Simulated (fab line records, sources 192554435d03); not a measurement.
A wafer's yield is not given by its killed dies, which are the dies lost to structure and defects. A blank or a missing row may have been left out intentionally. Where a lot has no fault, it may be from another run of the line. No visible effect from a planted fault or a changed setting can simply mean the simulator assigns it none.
fab line records || flow n5_finfet || part 2 of 2: steps 20 to 31 of 31
[record] {"lots": 5, "wafers": 15, "last_day": 18}
route steps=1938 shown WELL_APT@55 PMOS_HMC_CHANNEL_EPI@57
lots with no fault: from the same line, run without faults
start_h: start of the lot's first displayed wafer, in hours after the record's first day || wait_h: how many hours have passed since the lot's step before this one || " repeats the value in the row above || L1.1+2: one row covering several wafers at once || - either no value or no given start || * or withheld: withheld || < > ~ a bound
route shown NAME@n: NAME is a module with steps in the file, n the number in the route of the first one || usual: mean/standard deviation of fault-free wafers || same: alike in all rows || chamber/n: place in a boat || sites: the reading at each site || _std_site: the standard deviation of these || _edge_site: the outer-site mean with the inner-site mean subtracted || radius_mm: for every site, how far away it sits from the centre of the wafer || mask NAME#n: copy n || behind: the last tool/chamber to shape the wafer || hold: why the lot went on hold/how many hours it stayed there/how the hold came to an end || device: which transistor (n, p or np) failed to switch || end of line: at the end of the route, the tests of the same wafers || step lacking rows: just its recipe || killed: not the wafer's yield, but the dies lost to structure and defects at the first sort || map: dies across one wafer; x = killed, . = not, _ = none there
set.NAME: the run value of the setting; set.NAME@STEP: its run value at that earlier step || model.NAME: the simulator's own value behind a step, which no gauge read
lots seen at some steps along the route; tables by step, rows by wafer
services: a tool's chamber out of use, with start hour (start_h, from the record's first day; less than 0 if before it), hours out, and reason
[[steps]]
[step N5_PMOS_HMC_CHANNEL_EPI_FIN_RECESS_16]
[recipe] {"chemistry": "HBr/Cl2", "target": "Si", "mask_material": "SiO2", "target_depth_a": 540, "time_s": 18, "pressure_mtorr": 10, "icp_w": 800, "bias_w": 75, "HBr_flow_sccm": 150, "Cl2_flow_sccm": 80}
[usual] {"bias_w": "75.02/0.2", "chamber_pressure_mTorr": "10.000/0.0088", "drypump_motor_current_A": "5.7/0.42", "oes_product_au": "1.002/0.016", "throttle_valve_pct": "35.3/0.31"}
[same] {"time_s": 18}
{"lot.wafer": "L086.1", "tool": "rie_si-06", "chamber": 3, "start_h": 89.73, "wait_h": 0.0, "bias_w": 75.09, "chamber_pressure_mTorr": 10.005, "drypump_motor_current_A": 5.8, "oes_product_au": 0.994, "rf_hours_counter_h": 154, "throttle_valve_pct": 35.5}
{"lot.wafer": "L086.3", "tool": "rie_si-06", "chamber": 0, "start_h": 89.73, "wait_h": 0.0, "bias_w": 75.25, "chamber_pressure_mTorr": 10.003, "drypump_motor_current_A": 5.6, "oes_product_au": 1.012, "rf_hours_counter_h": 167, "throttle_valve_pct": 35.7}
{"lot.wafer": "L086.6", "tool": "rie_si-06", "chamber": 2, "start_h": 89.73, "wait_h": 0.0, "bias_w": 74.88, "chamber_pressure_mTorr": 9.999, "drypump_motor_current_A": 6.1, "oes_product_au": 1.037, "rf_hours_counter_h": "-", "throttle_valve_pct": 35.4}
{"lot.wafer": "L088.2", "tool": "rie_si-02", "chamber": 3, "start_h": 102.59, "wait_h": 0.0, "bias_w": 75.37, "chamber_pressure_mTorr": 9.995, "drypump_motor_current_A": 6.0, "oes_product_au": 1.013, "rf_hours_counter_h": 5, "throttle_valve_pct": 35.3}
{"lot.wafer": "L088.5", "tool": "rie_si-02", "chamber": 3, "start_h": 102.59, "wait_h": 0.0, "bias_w": 75.31, "chamber_pressure_mTorr": 9.989, "drypump_motor_current_A": 6.0, "oes_product_au": 1.010, "rf_hours_counter_h": "-", "throttle_valve_pct": 35.3}
{"lot.wafer": "L088.6", "tool": "rie_si-02", "chamber": 0, "start_h": 102.59, "wait_h": 0.0, "bias_w": 75.16, "chamber_pressure_mTorr": 10.001, "drypump_motor_current_A": 5.5, "oes_product_au": 0.981, "rf_hours_counter_h": "-", "throttle_valve_pct": 35.1}
{"lot.wafer": "L093.3", "tool": "rie_si-02", "chamber": 0, "start_h": 131.66, "wait_h": 0.0, "bias_w": 74.97, "chamber_pressure_mTorr": 9.989, "drypump_motor_current_A": 5.5, "oes_product_au": 0.978, "rf_hours_counter_h": 106, "throttle_valve_pct": 35.2}
{"lot.wafer": "L093.4", "tool": "rie_si-02", "chamber": 1, "start_h": 131.66, "wait_h": 0.0, "bias_w": 74.87, "chamber_pressure_mTorr": 10.001, "drypump_motor_current_A": 4.9, "oes_product_au": 0.996, "rf_hours_counter_h": 14, "throttle_valve_pct": 34.7}
{"lot.wafer": "L093.5", "tool": "rie_si-02", "chamber": 2, "start_h": 131.66, "wait_h": 0.0, "bias_w": 74.85, "chamber_pressure_mTorr": 10.001, "drypump_motor_current_A": 5.8, "oes_product_au": 1.006, "rf_hours_counter_h": "-", "throttle_valve_pct": 35.8}
{"lot.wafer": "L096.3", "tool": "rie_si-02", "chamber": 0, "start_h": 149.72, "wait_h": 0.0, "bias_w": 74.58, "chamber_pressure_mTorr": 10.012, "drypump_motor_current_A": 5.5, "oes_product_au": 0.985, "rf_hours_counter_h": 107, "throttle_valve_pct": 35.1}
{"lot.wafer": "L096.4", "tool": "rie_si-02", "chamber": 3, "start_h": 149.72, "wait_h": 0.0, "bias_w": 74.90, "chamber_pressure_mTorr": 9.998, "drypump_motor_current_A": 6.0, "oes_product_au": 1.014, "rf_hours_counter_h": 6, "throttle_valve_pct": 35.3}
{"lot.wafer": "L096.6", "tool": "rie_si-02", "chamber": 0, "start_h": 149.72, "wait_h": 0.0, "bias_w": 75.00, "chamber_pressure_mTorr": 9.984, "drypump_motor_current_A": 5.5, "oes_product_au": 0.971, "rf_hours_counter_h": "-", "throttle_valve_pct": 35.1}
{"lot.wafer": "L097.3", "tool": "rie_si-02", "chamber": 3, "start_h": 155.64, "wait_h": 0.0, "bias_w": 74.86, "chamber_pressure_mTorr": 9.992, "drypump_motor_current_A": 6.0, "oes_product_au": 1.014, "rf_hours_counter_h": 6, "throttle_valve_pct": 35.3}
{"lot.wafer": "L097.5", "tool": "rie_si-02", "chamber": 3, "start_h": 155.64, "wait_h": 0.0, "bias_w": 74.87, "chamber_pressure_mTorr": 9.996, "drypump_motor_current_A": 6.0, "oes_product_au": 1.020, "rf_hours_counter_h": "-", "throttle_valve_pct": 35.3}
{"lot.wafer": "L097.6", "tool": "rie_si-02", "chamber": 2, "start_h": 155.64, "wait_h": 0.0, "bias_w": 74.98, "chamber_pressure_mTorr": 10.017, "drypump_motor_current_A": 5.8, "oes_product_au": 1.005, "rf_hours_counter_h": "-", "throttle_valve_pct": 35.8}
[step N5_PMOS_HMC_CHANNEL_EPI_PRECLEAN_36]
[recipe] {"chemistry": "O3/DIW", "time_s": 45, "temp_c": 22, "o3_ppm": 10}
[same] {"time_s": 45}
{"lot.wafer": "L086.1+3+6", "tool": "wet_bench-01", "chamber": "3,4,1", "start_h": 89.83, "wait_h": 0.1}
{"lot.wafer": "L088.2+5+6", "tool": "wet_bench-02", "chamber": "3,1,6", "start_h": 102.69, "wait_h": 0.1}
{"lot.wafer": "L093.3+4+5", "tool": "wet_bench-02", "chamber": "0,7,1", "start_h": 131.76, "wait_h": 0.1}
{"lot.wafer": "L096.3+4+6", "tool": "wet_bench-01", "chamber": "3,6,2", "start_h": 149.82, "wait_h": 0.1}
{"lot.wafer": "L097.3+5+6", "tool": "wet_bench-05", "chamber": "1,0,2", "start_h": 155.74, "wait_h": 0.1}
[step N5_PMOS_HMC_CHANNEL_EPI_PRECLEAN_18]
[recipe] {"chemistry": "DHF", "time_s": 30, "temp_c": 25, "dilution": "withheld"}
[same] {"time_s": 30}
{"lot.wafer": "L086.1+3+6", "tool": "wet_bench-01", "chamber": "3,4,1", "start_h": 89.84, "wait_h": 0.0}
{"lot.wafer": "L088.2+5+6", "tool": "wet_bench-02", "chamber": "3,1,6", "start_h": 102.70, "wait_h": 0.0}
{"lot.wafer": "L093.3+4+5", "tool": "wet_bench-02", "chamber": "0,7,1", "start_h": 131.78, "wait_h": 0.0}
{"lot.wafer": "L096.3+4+6", "tool": "wet_bench-01", "chamber": "3,6,2", "start_h": 149.84, "wait_h": 0.0}
{"lot.wafer": "L097.3+5+6", "tool": "wet_bench-05", "chamber": "1,0,2", "start_h": 155.75, "wait_h": 0.0}
[step N5_PMOS_HMC_CHANNEL_EPI_SRD_19]
[recipe] {"dry": "ipa_marangoni", "do_ppb": 5, "time_s": 30, "temp_c": 23, "rinse_liquid": "diw"}
[usual] {"do_ppb": "5.00/0.051"}
[same] {"time_s": 30}
{"lot.wafer": "L086.1", "tool": "wet_bench-01", "chamber": 3, "start_h": 89.85, "wait_h": 0.0, "do_ppb": 5.03}
{"lot.wafer": "L086.3", "tool": "wet_bench-01", "chamber": 4, "start_h": 89.85, "wait_h": 0.0, "do_ppb": 5.10}
{"lot.wafer": "L086.6", "tool": "wet_bench-01", "chamber": 1, "start_h": 89.85, "wait_h": 0.0, "do_ppb": 4.99}
{"lot.wafer": "L088.2", "tool": "wet_bench-02", "chamber": 3, "start_h": 102.71, "wait_h": 0.0, "do_ppb": 4.93}
{"lot.wafer": "L088.5", "tool": "wet_bench-02", "chamber": 1, "start_h": 102.71, "wait_h": 0.0, "do_ppb": 5.00}
{"lot.wafer": "L088.6", "tool": "wet_bench-02", "chamber": 6, "start_h": 102.71, "wait_h": 0.0, "do_ppb": 5.04}
{"lot.wafer": "L093.3", "tool": "wet_bench-02", "chamber": 0, "start_h": 131.79, "wait_h": 0.0, "do_ppb": 5.04}
{"lot.wafer": "L093.4", "tool": "wet_bench-02", "chamber": 7, "start_h": 131.79, "wait_h": 0.0, "do_ppb": 5.00}
{"lot.wafer": "L093.5", "tool": "wet_bench-02", "chamber": 1, "start_h": 131.79, "wait_h": 0.0, "do_ppb": 4.99}
{"lot.wafer": "L096.3", "tool": "wet_bench-01", "chamber": 3, "start_h": 149.85, "wait_h": 0.0, "do_ppb": 5.05}
{"lot.wafer": "L096.4", "tool": "wet_bench-01", "chamber": 6, "start_h": 149.85, "wait_h": 0.0, "do_ppb": 4.94}
{"lot.wafer": "L096.6", "tool": "wet_bench-01", "chamber": 2, "start_h": 149.85, "wait_h": 0.0, "do_ppb": 4.97}
{"lot.wafer": "L097.3", "tool": "wet_bench-05", "chamber": 1, "start_h": 155.76, "wait_h": 0.0, "do_ppb": 4.94}
{"lot.wafer": "L097.5", "tool": "wet_bench-05", "chamber": 0, "start_h": 155.76, "wait_h": 0.0, "do_ppb": 5.00}
{"lot.wafer": "L097.6", "tool": "wet_bench-05", "chamber": 2, "start_h": 155.76, "wait_h": 0.0, "do_ppb": 5.00}
[step N5_PMOS_HMC_CHANNEL_EPI_EPI_20]
[recipe] {"material": "SiGe30", "mask_material": "SiO2", "pressure_torr": 20, "target_thk_a": 590, "temp_c": 600}
{"lot.wafer": "L086.1+3+6", "tool": "epi_rpcvd-04", "chamber": 0, "start_h": 89.90, "wait_h": 0.0}
{"lot.wafer": "L088.2+5+6", "tool": "epi_rpcvd-03", "chamber": 0, "start_h": 102.96, "wait_h": 0.2}
{"lot.wafer": "L093.3+4+5", "tool": "epi_rpcvd-04", "chamber": 0, "start_h": 133.10, "wait_h": 1.3}
{"lot.wafer": "L096.3+4+6", "tool": "epi_rpcvd-04", "chamber": 0, "start_h": 150.84, "wait_h": 1.0}
{"lot.wafer": "L097.3+5+6", "tool": "epi_rpcvd-03", "chamber": 0, "start_h": 156.34, "wait_h": 0.6}
[step N5_PMOS_HMC_CHANNEL_EPI_HM_STRIP_35]
[recipe] {"chemistry": "dHF", "temp_c": 25, "material": "SiO2", "target": "SiO2", "target_depth_a": 396, "time_s": 216}
[same] {"time_s": 216}
{"lot.wafer": "L086.1+3+6", "tool": "wet_bench-01", "chamber": "5,7,1", "start_h": 92.07, "wait_h": 1.8}
{"lot.wafer": "L088.2+5+6", "tool": "wet_bench-01", "chamber": "2,4,5", "start_h": 103.99, "wait_h": 0.8}
{"lot.wafer": "L093.3+4+5", "tool": "wet_bench-01", "chamber": "2,4,3", "start_h": 135.66, "wait_h": 1.9}
{"lot.wafer": "L096.3+4+6", "tool": "wet_bench-01", "chamber": "1,0,4", "start_h": 152.77, "wait_h": 1.5}
{"lot.wafer": "L097.3+5+6", "tool": "wet_bench-05", "chamber": "7,2,1", "start_h": 157.44, "wait_h": 0.8}
[step N5_PMOS_HMC_CHANNEL_EPI_SRD_39]
[recipe] {"dry": "ipa_marangoni", "time_s": 30, "temp_c": 23, "rinse_liquid": "diw"}
[same] {"time_s": 30}
{"lot.wafer": "L086.1+3+6", "tool": "wet_bench-01", "chamber": "5,7,1", "start_h": 92.13, "wait_h": 0.0}
{"lot.wafer": "L088.2+5+6", "tool": "wet_bench-01", "chamber": "2,4,5", "start_h": 104.06, "wait_h": 0.0}
{"lot.wafer": "L093.3+4+5", "tool": "wet_bench-01", "chamber": "2,4,3", "start_h": 135.73, "wait_h": 0.0}
{"lot.wafer": "L096.3+4+6", "tool": "wet_bench-01", "chamber": "1,0,4", "start_h": 152.84, "wait_h": 0.0}
{"lot.wafer": "L097.3+5+6", "tool": "wet_bench-05", "chamber": "7,2,1", "start_h": 157.50, "wait_h": 0.0}
[step N5_PMOS_HMC_CHANNEL_EPI_CMP_21]
[recipe] {"material": "SiGe30", "post_cmp_clean": "alkaline_brush", "target_thk_nm": 54}
[usual] {"motor_current_A": "12.4/1.3", "slurry_filter_dp_kPa": "13.48/0.14"}
{"lot.wafer": "L086.3", "tool": "cmp-03", "chamber": 2, "start_h": 92.21, "wait_h": 0.1, "motor_current_A": 10.2, "slurry_filter_dp_kPa": 13.54}
{"lot.wafer": "L086.1", "tool": "cmp-03", "chamber": 3, "start_h": 92.21, "wait_h": 0.1, "motor_current_A": 11.5, "slurry_filter_dp_kPa": 13.50}
{"lot.wafer": "L086.6", "tool": "cmp-03", "chamber": 1, "start_h": 92.21, "wait_h": 0.1, "motor_current_A": 11.5, "slurry_filter_dp_kPa": 13.52}
{"lot.wafer": "L088.2", "tool": "cmp-03", "chamber": 3, "start_h": 104.21, "wait_h": 0.1, "motor_current_A": 11.2, "slurry_filter_dp_kPa": 13.72}
{"lot.wafer": "L088.6", "tool": "cmp-03", "chamber": 0, "start_h": 104.21, "wait_h": 0.1, "motor_current_A": 13.4, "slurry_filter_dp_kPa": 13.50}
{"lot.wafer": "L088.5", "tool": "cmp-03", "chamber": 1, "start_h": 104.21, "wait_h": 0.1, "motor_current_A": 12.0, "slurry_filter_dp_kPa": 13.36}
{"lot.wafer": "L093.3", "tool": "cmp-01", "chamber": 0, "start_h": 135.84, "wait_h": 0.1, "motor_current_A": 12.5, "slurry_filter_dp_kPa": 13.45}
{"lot.wafer": "L093.4", "tool": "cmp-01", "chamber": 1, "start_h": 135.84, "wait_h": 0.1, "motor_current_A": 12.6, "slurry_filter_dp_kPa": 13.59}
{"lot.wafer": "L093.5", "tool": "cmp-01", "chamber": 3, "start_h": 135.84, "wait_h": 0.1, "motor_current_A": 13.0, "slurry_filter_dp_kPa": 13.43}
{"lot.wafer": "L096.4", "tool": "cmp-03", "chamber": 0, "start_h": 152.95, "wait_h": 0.1, "motor_current_A": 12.4, "slurry_filter_dp_kPa": 13.28}
{"lot.wafer": "L096.3", "tool": "cmp-03", "chamber": 1, "start_h": 152.95, "wait_h": 0.1, "motor_current_A": 11.6, "slurry_filter_dp_kPa": 13.75}
{"lot.wafer": "L096.6", "tool": "cmp-03", "chamber": 3, "start_h": 152.95, "wait_h": 0.1, "motor_current_A": 11.5, "slurry_filter_dp_kPa": 13.26}
{"lot.wafer": "L097.3", "tool": "cmp-01", "chamber": 1, "start_h": 158.25, "wait_h": 0.7, "motor_current_A": 12.3, "slurry_filter_dp_kPa": 13.30}
{"lot.wafer": "L097.5", "tool": "cmp-01", "chamber": 2, "start_h": 158.25, "wait_h": 0.7, "motor_current_A": 14.2, "slurry_filter_dp_kPa": 13.59}
{"lot.wafer": "L097.6", "tool": "cmp-01", "chamber": 3, "start_h": 158.25, "wait_h": 0.7, "motor_current_A": 12.8, "slurry_filter_dp_kPa": 13.64}
[step N5_PMOS_HMC_CHANNEL_EPI_THK_MEAS_22]
[recipe] {"reads": "SiGe30_of_PMOS_HMC_CHANNEL_EPI_EPI_20"}
[usual] {"HMC_CMP_THK": "54.0/0.71"}
{"lot.wafer": "L086.1", "tool": "film_metro-01", "chamber": "-", "start_h": 92.47, "wait_h": "-", "HMC_CMP_THK[nm]": 54.2}
{"lot.wafer": "L086.3", "tool": "film_metro-01", "chamber": "-", "start_h": 92.47, "wait_h": "-", "HMC_CMP_THK[nm]": 54.3}
{"lot.wafer": "L086.6", "tool": "film_metro-01", "chamber": "-", "start_h": 92.47, "wait_h": "-", "HMC_CMP_THK[nm]": 55.6}
{"lot.wafer": "L088.2", "tool": "film_metro-02", "chamber": "-", "start_h": 104.39, "wait_h": "-", "HMC_CMP_THK[nm]": 53.2}
{"lot.wafer": "L088.5", "tool": "film_metro-02", "chamber": "-", "start_h": 104.39, "wait_h": "-", "HMC_CMP_THK[nm]": 53.3}
{"lot.wafer": "L088.6", "tool": "film_metro-02", "chamber": "-", "start_h": 104.39, "wait_h": "-", "HMC_CMP_THK[nm]": 54.6}
{"lot.wafer": "L093.3", "tool": "film_metro-02", "chamber": "-", "start_h": 136.06, "wait_h": "-", "HMC_CMP_THK[nm]": 53.8}
{"lot.wafer": "L093.4", "tool": "film_metro-02", "chamber": "-", "start_h": 136.06, "wait_h": "-", "HMC_CMP_THK[nm]": 54.1}
{"lot.wafer": "L093.5", "tool": "film_metro-02", "chamber": "-", "start_h": 136.06, "wait_h": "-", "HMC_CMP_THK[nm]": 53.6}
{"lot.wafer": "L096.3", "tool": "film_metro-02", "chamber": "-", "start_h": 153.17, "wait_h": "-", "HMC_CMP_THK[nm]": 54.2}
{"lot.wafer": "L096.4", "tool": "film_metro-02", "chamber": "-", "start_h": 153.17, "wait_h": "-", "HMC_CMP_THK[nm]": 53.1}
{"lot.wafer": "L096.6", "tool": "film_metro-02", "chamber": "-", "start_h": 153.17, "wait_h": "-", "HMC_CMP_THK[nm]": 54.2}
{"lot.wafer": "L097.3", "tool": "film_metro-01", "chamber": "-", "start_h": 158.43, "wait_h": "-", "HMC_CMP_THK[nm]": 53.1}
{"lot.wafer": "L097.5", "tool": "film_metro-01", "chamber": "-", "start_h": 158.43, "wait_h": "-", "HMC_CMP_THK[nm]": 53.1}
{"lot.wafer": "L097.6", "tool": "film_metro-01", "chamber": "-", "start_h": 158.43, "wait_h": "-", "HMC_CMP_THK[nm]": 53.5}
[step N5_PMOS_HMC_CHANNEL_EPI_PRECLEAN_40]
[recipe] {"chemistry": "DHF", "time_s": 30, "temp_c": 25, "dilution": "withheld"}
[same] {"time_s": 30}
{"lot.wafer": "L086.1+3+6", "tool": "wet_bench-05", "chamber": "5,1,4", "start_h": 92.49, "wait_h": 0.0}
{"lot.wafer": "L088.2+5+6", "tool": "wet_bench-02", "chamber": "7,4,0", "start_h": 104.42, "wait_h": 0.0}
{"lot.wafer": "L093.3+4+5", "tool": "wet_bench-02", "chamber": "7,0,1", "start_h": 136.09, "wait_h": 0.0}
{"lot.wafer": "L096.3+4+6", "tool": "wet_bench-01", "chamber": "3,6,4", "start_h": 153.20, "wait_h": 0.0}
{"lot.wafer": "L097.3+5+6", "tool": "wet_bench-01", "chamber": "5,6,7", "start_h": 158.46, "wait_h": 0.0}
[step N5_PMOS_HMC_CHANNEL_EPI_PRECLEAN_37]
[recipe] {"chemistry": "O3/DIW", "time_s": 45, "temp_c": 22, "o3_ppm": 10}
[same] {"time_s": 45}
{"lot.wafer": "L086.1+3+6", "tool": "wet_bench-05", "chamber": "5,1,4", "start_h": 92.50, "wait_h": 0.0}
{"lot.wafer": "L088.2+5+6", "tool": "wet_bench-02", "chamber": "7,4,0", "start_h": 104.43, "wait_h": 0.0}
{"lot.wafer": "L093.3+4+5", "tool": "wet_bench-02", "chamber": "7,0,1", "start_h": 136.10, "wait_h": 0.0}
{"lot.wafer": "L096.3+4+6", "tool": "wet_bench-01", "chamber": "3,6,4", "start_h": 153.21, "wait_h": 0.0}
{"lot.wafer": "L097.3+5+6", "tool": "wet_bench-01", "chamber": "5,6,7", "start_h": 158.47, "wait_h": 0.0}
[step N5_PMOS_HMC_CHANNEL_EPI_PRECLEAN_24]
[recipe] {"chemistry": "DHF", "time_s": 30, "temp_c": 25, "dilution": "withheld"}
[same] {"time_s": 30}
{"lot.wafer": "L086.1+3+6", "tool": "wet_bench-05", "chamber": "5,1,4", "start_h": 92.52, "wait_h": 0.0}
{"lot.wafer": "L088.2+5+6", "tool": "wet_bench-02", "chamber": "7,4,0", "start_h": 104.44, "wait_h": 0.0}
{"lot.wafer": "L093.3+4+5", "tool": "wet_bench-02", "chamber": "7,0,1", "start_h": 136.11, "wait_h": 0.0}
{"lot.wafer": "L096.3+4+6", "tool": "wet_bench-01", "chamber": "3,6,4", "start_h": 153.22, "wait_h": 0.0}
{"lot.wafer": "L097.3+5+6", "tool": "wet_bench-01", "chamber": "5,6,7", "start_h": 158.48, "wait_h": 0.0}
[[services]]
{"tool": "arfi_scanner-03", "chamber": "-", "start_h": 68.44, "hours": 1.0, "kind": "pm"}
{"tool": "wet_bench-01", "chamber": "-", "start_h": 70.15, "hours": 4.4, "kind": "pm"}
{"tool": "cmp-01", "chamber": "-", "start_h": 74.26, "hours": 4.0, "kind": "pm"}
{"tool": "rie_diel-01", "chamber": 3, "start_h": 74.90, "hours": 5.1, "kind": "repair"}
{"tool": "arfi_scanner-03", "chamber": "-", "start_h": 77.18, "hours": 6.0, "kind": "pm"}
{"tool": "arfi_scanner-01", "chamber": "-", "start_h": 84.36, "hours": 1.0, "kind": "pm"}
{"tool": "wet_bench-02", "chamber": "-", "start_h": 89.20, "hours": 4.8, "kind": "repair"}
{"tool": "arfi_scanner-02", "chamber": "-", "start_h": 94.33, "hours": 11.1, "kind": "repair"}
{"tool": "wet_bench-05", "chamber": "-", "start_h": 105.37, "hours": 1.1, "kind": "repair"}
{"tool": "wet_bench-05", "chamber": "-", "start_h": 113.22, "hours": 0.9, "kind": "repair"}
{"tool": "cmp-03", "chamber": "-", "start_h": 115.97, "hours": 0.8, "kind": "repair"}
{"tool": "rie_si-02", "chamber": 2, "start_h": 119.32, "hours": 7.9, "kind": "repair"}
{"tool": "epi_rpcvd-01", "chamber": "-", "start_h": 120.53, "hours": 2.8, "kind": "pm"}
{"tool": "arfi_scanner-02", "chamber": "-", "start_h": 121.92, "hours": 0.8, "kind": "pm"}
{"tool": "arfi_scanner-03", "chamber": "-", "start_h": 123.99, "hours": 0.8, "kind": "pm"}
{"tool": "arfi_scanner-03", "chamber": "-", "start_h": 128.33, "hours": 4.9, "kind": "pm"}
{"tool": "arfi_scanner-03", "chamber": "-", "start_h": 133.34, "hours": 2.0, "kind": "repair"}
{"tool": "cmp-03", "chamber": "-", "start_h": 133.50, "hours": 0.8, "kind": "repair"}
{"tool": "arfi_scanner-01", "chamber": "-", "start_h": 134.69, "hours": 1.3, "kind": "pm"}
{"tool": "arfi_scanner-01", "chamber": "-", "start_h": 141.37, "hours": 1.9, "kind": "repair"}
{"tool": "rie_diel-04", "chamber": "-", "start_h": 146.76, "hours": 2.8, "kind": "pm"}
{"tool": "pecvd-03", "chamber": 1, "start_h": 151.52, "hours": 7.0, "kind": "repair"}
{"tool": "arfi_scanner-02", "chamber": "-", "start_h": 151.96, "hours": 1.3, "kind": "pm"}
{"tool": "epi_rpcvd-02", "chamber": "-", "start_h": 155.57, "hours": 0.5, "kind": "repair"}
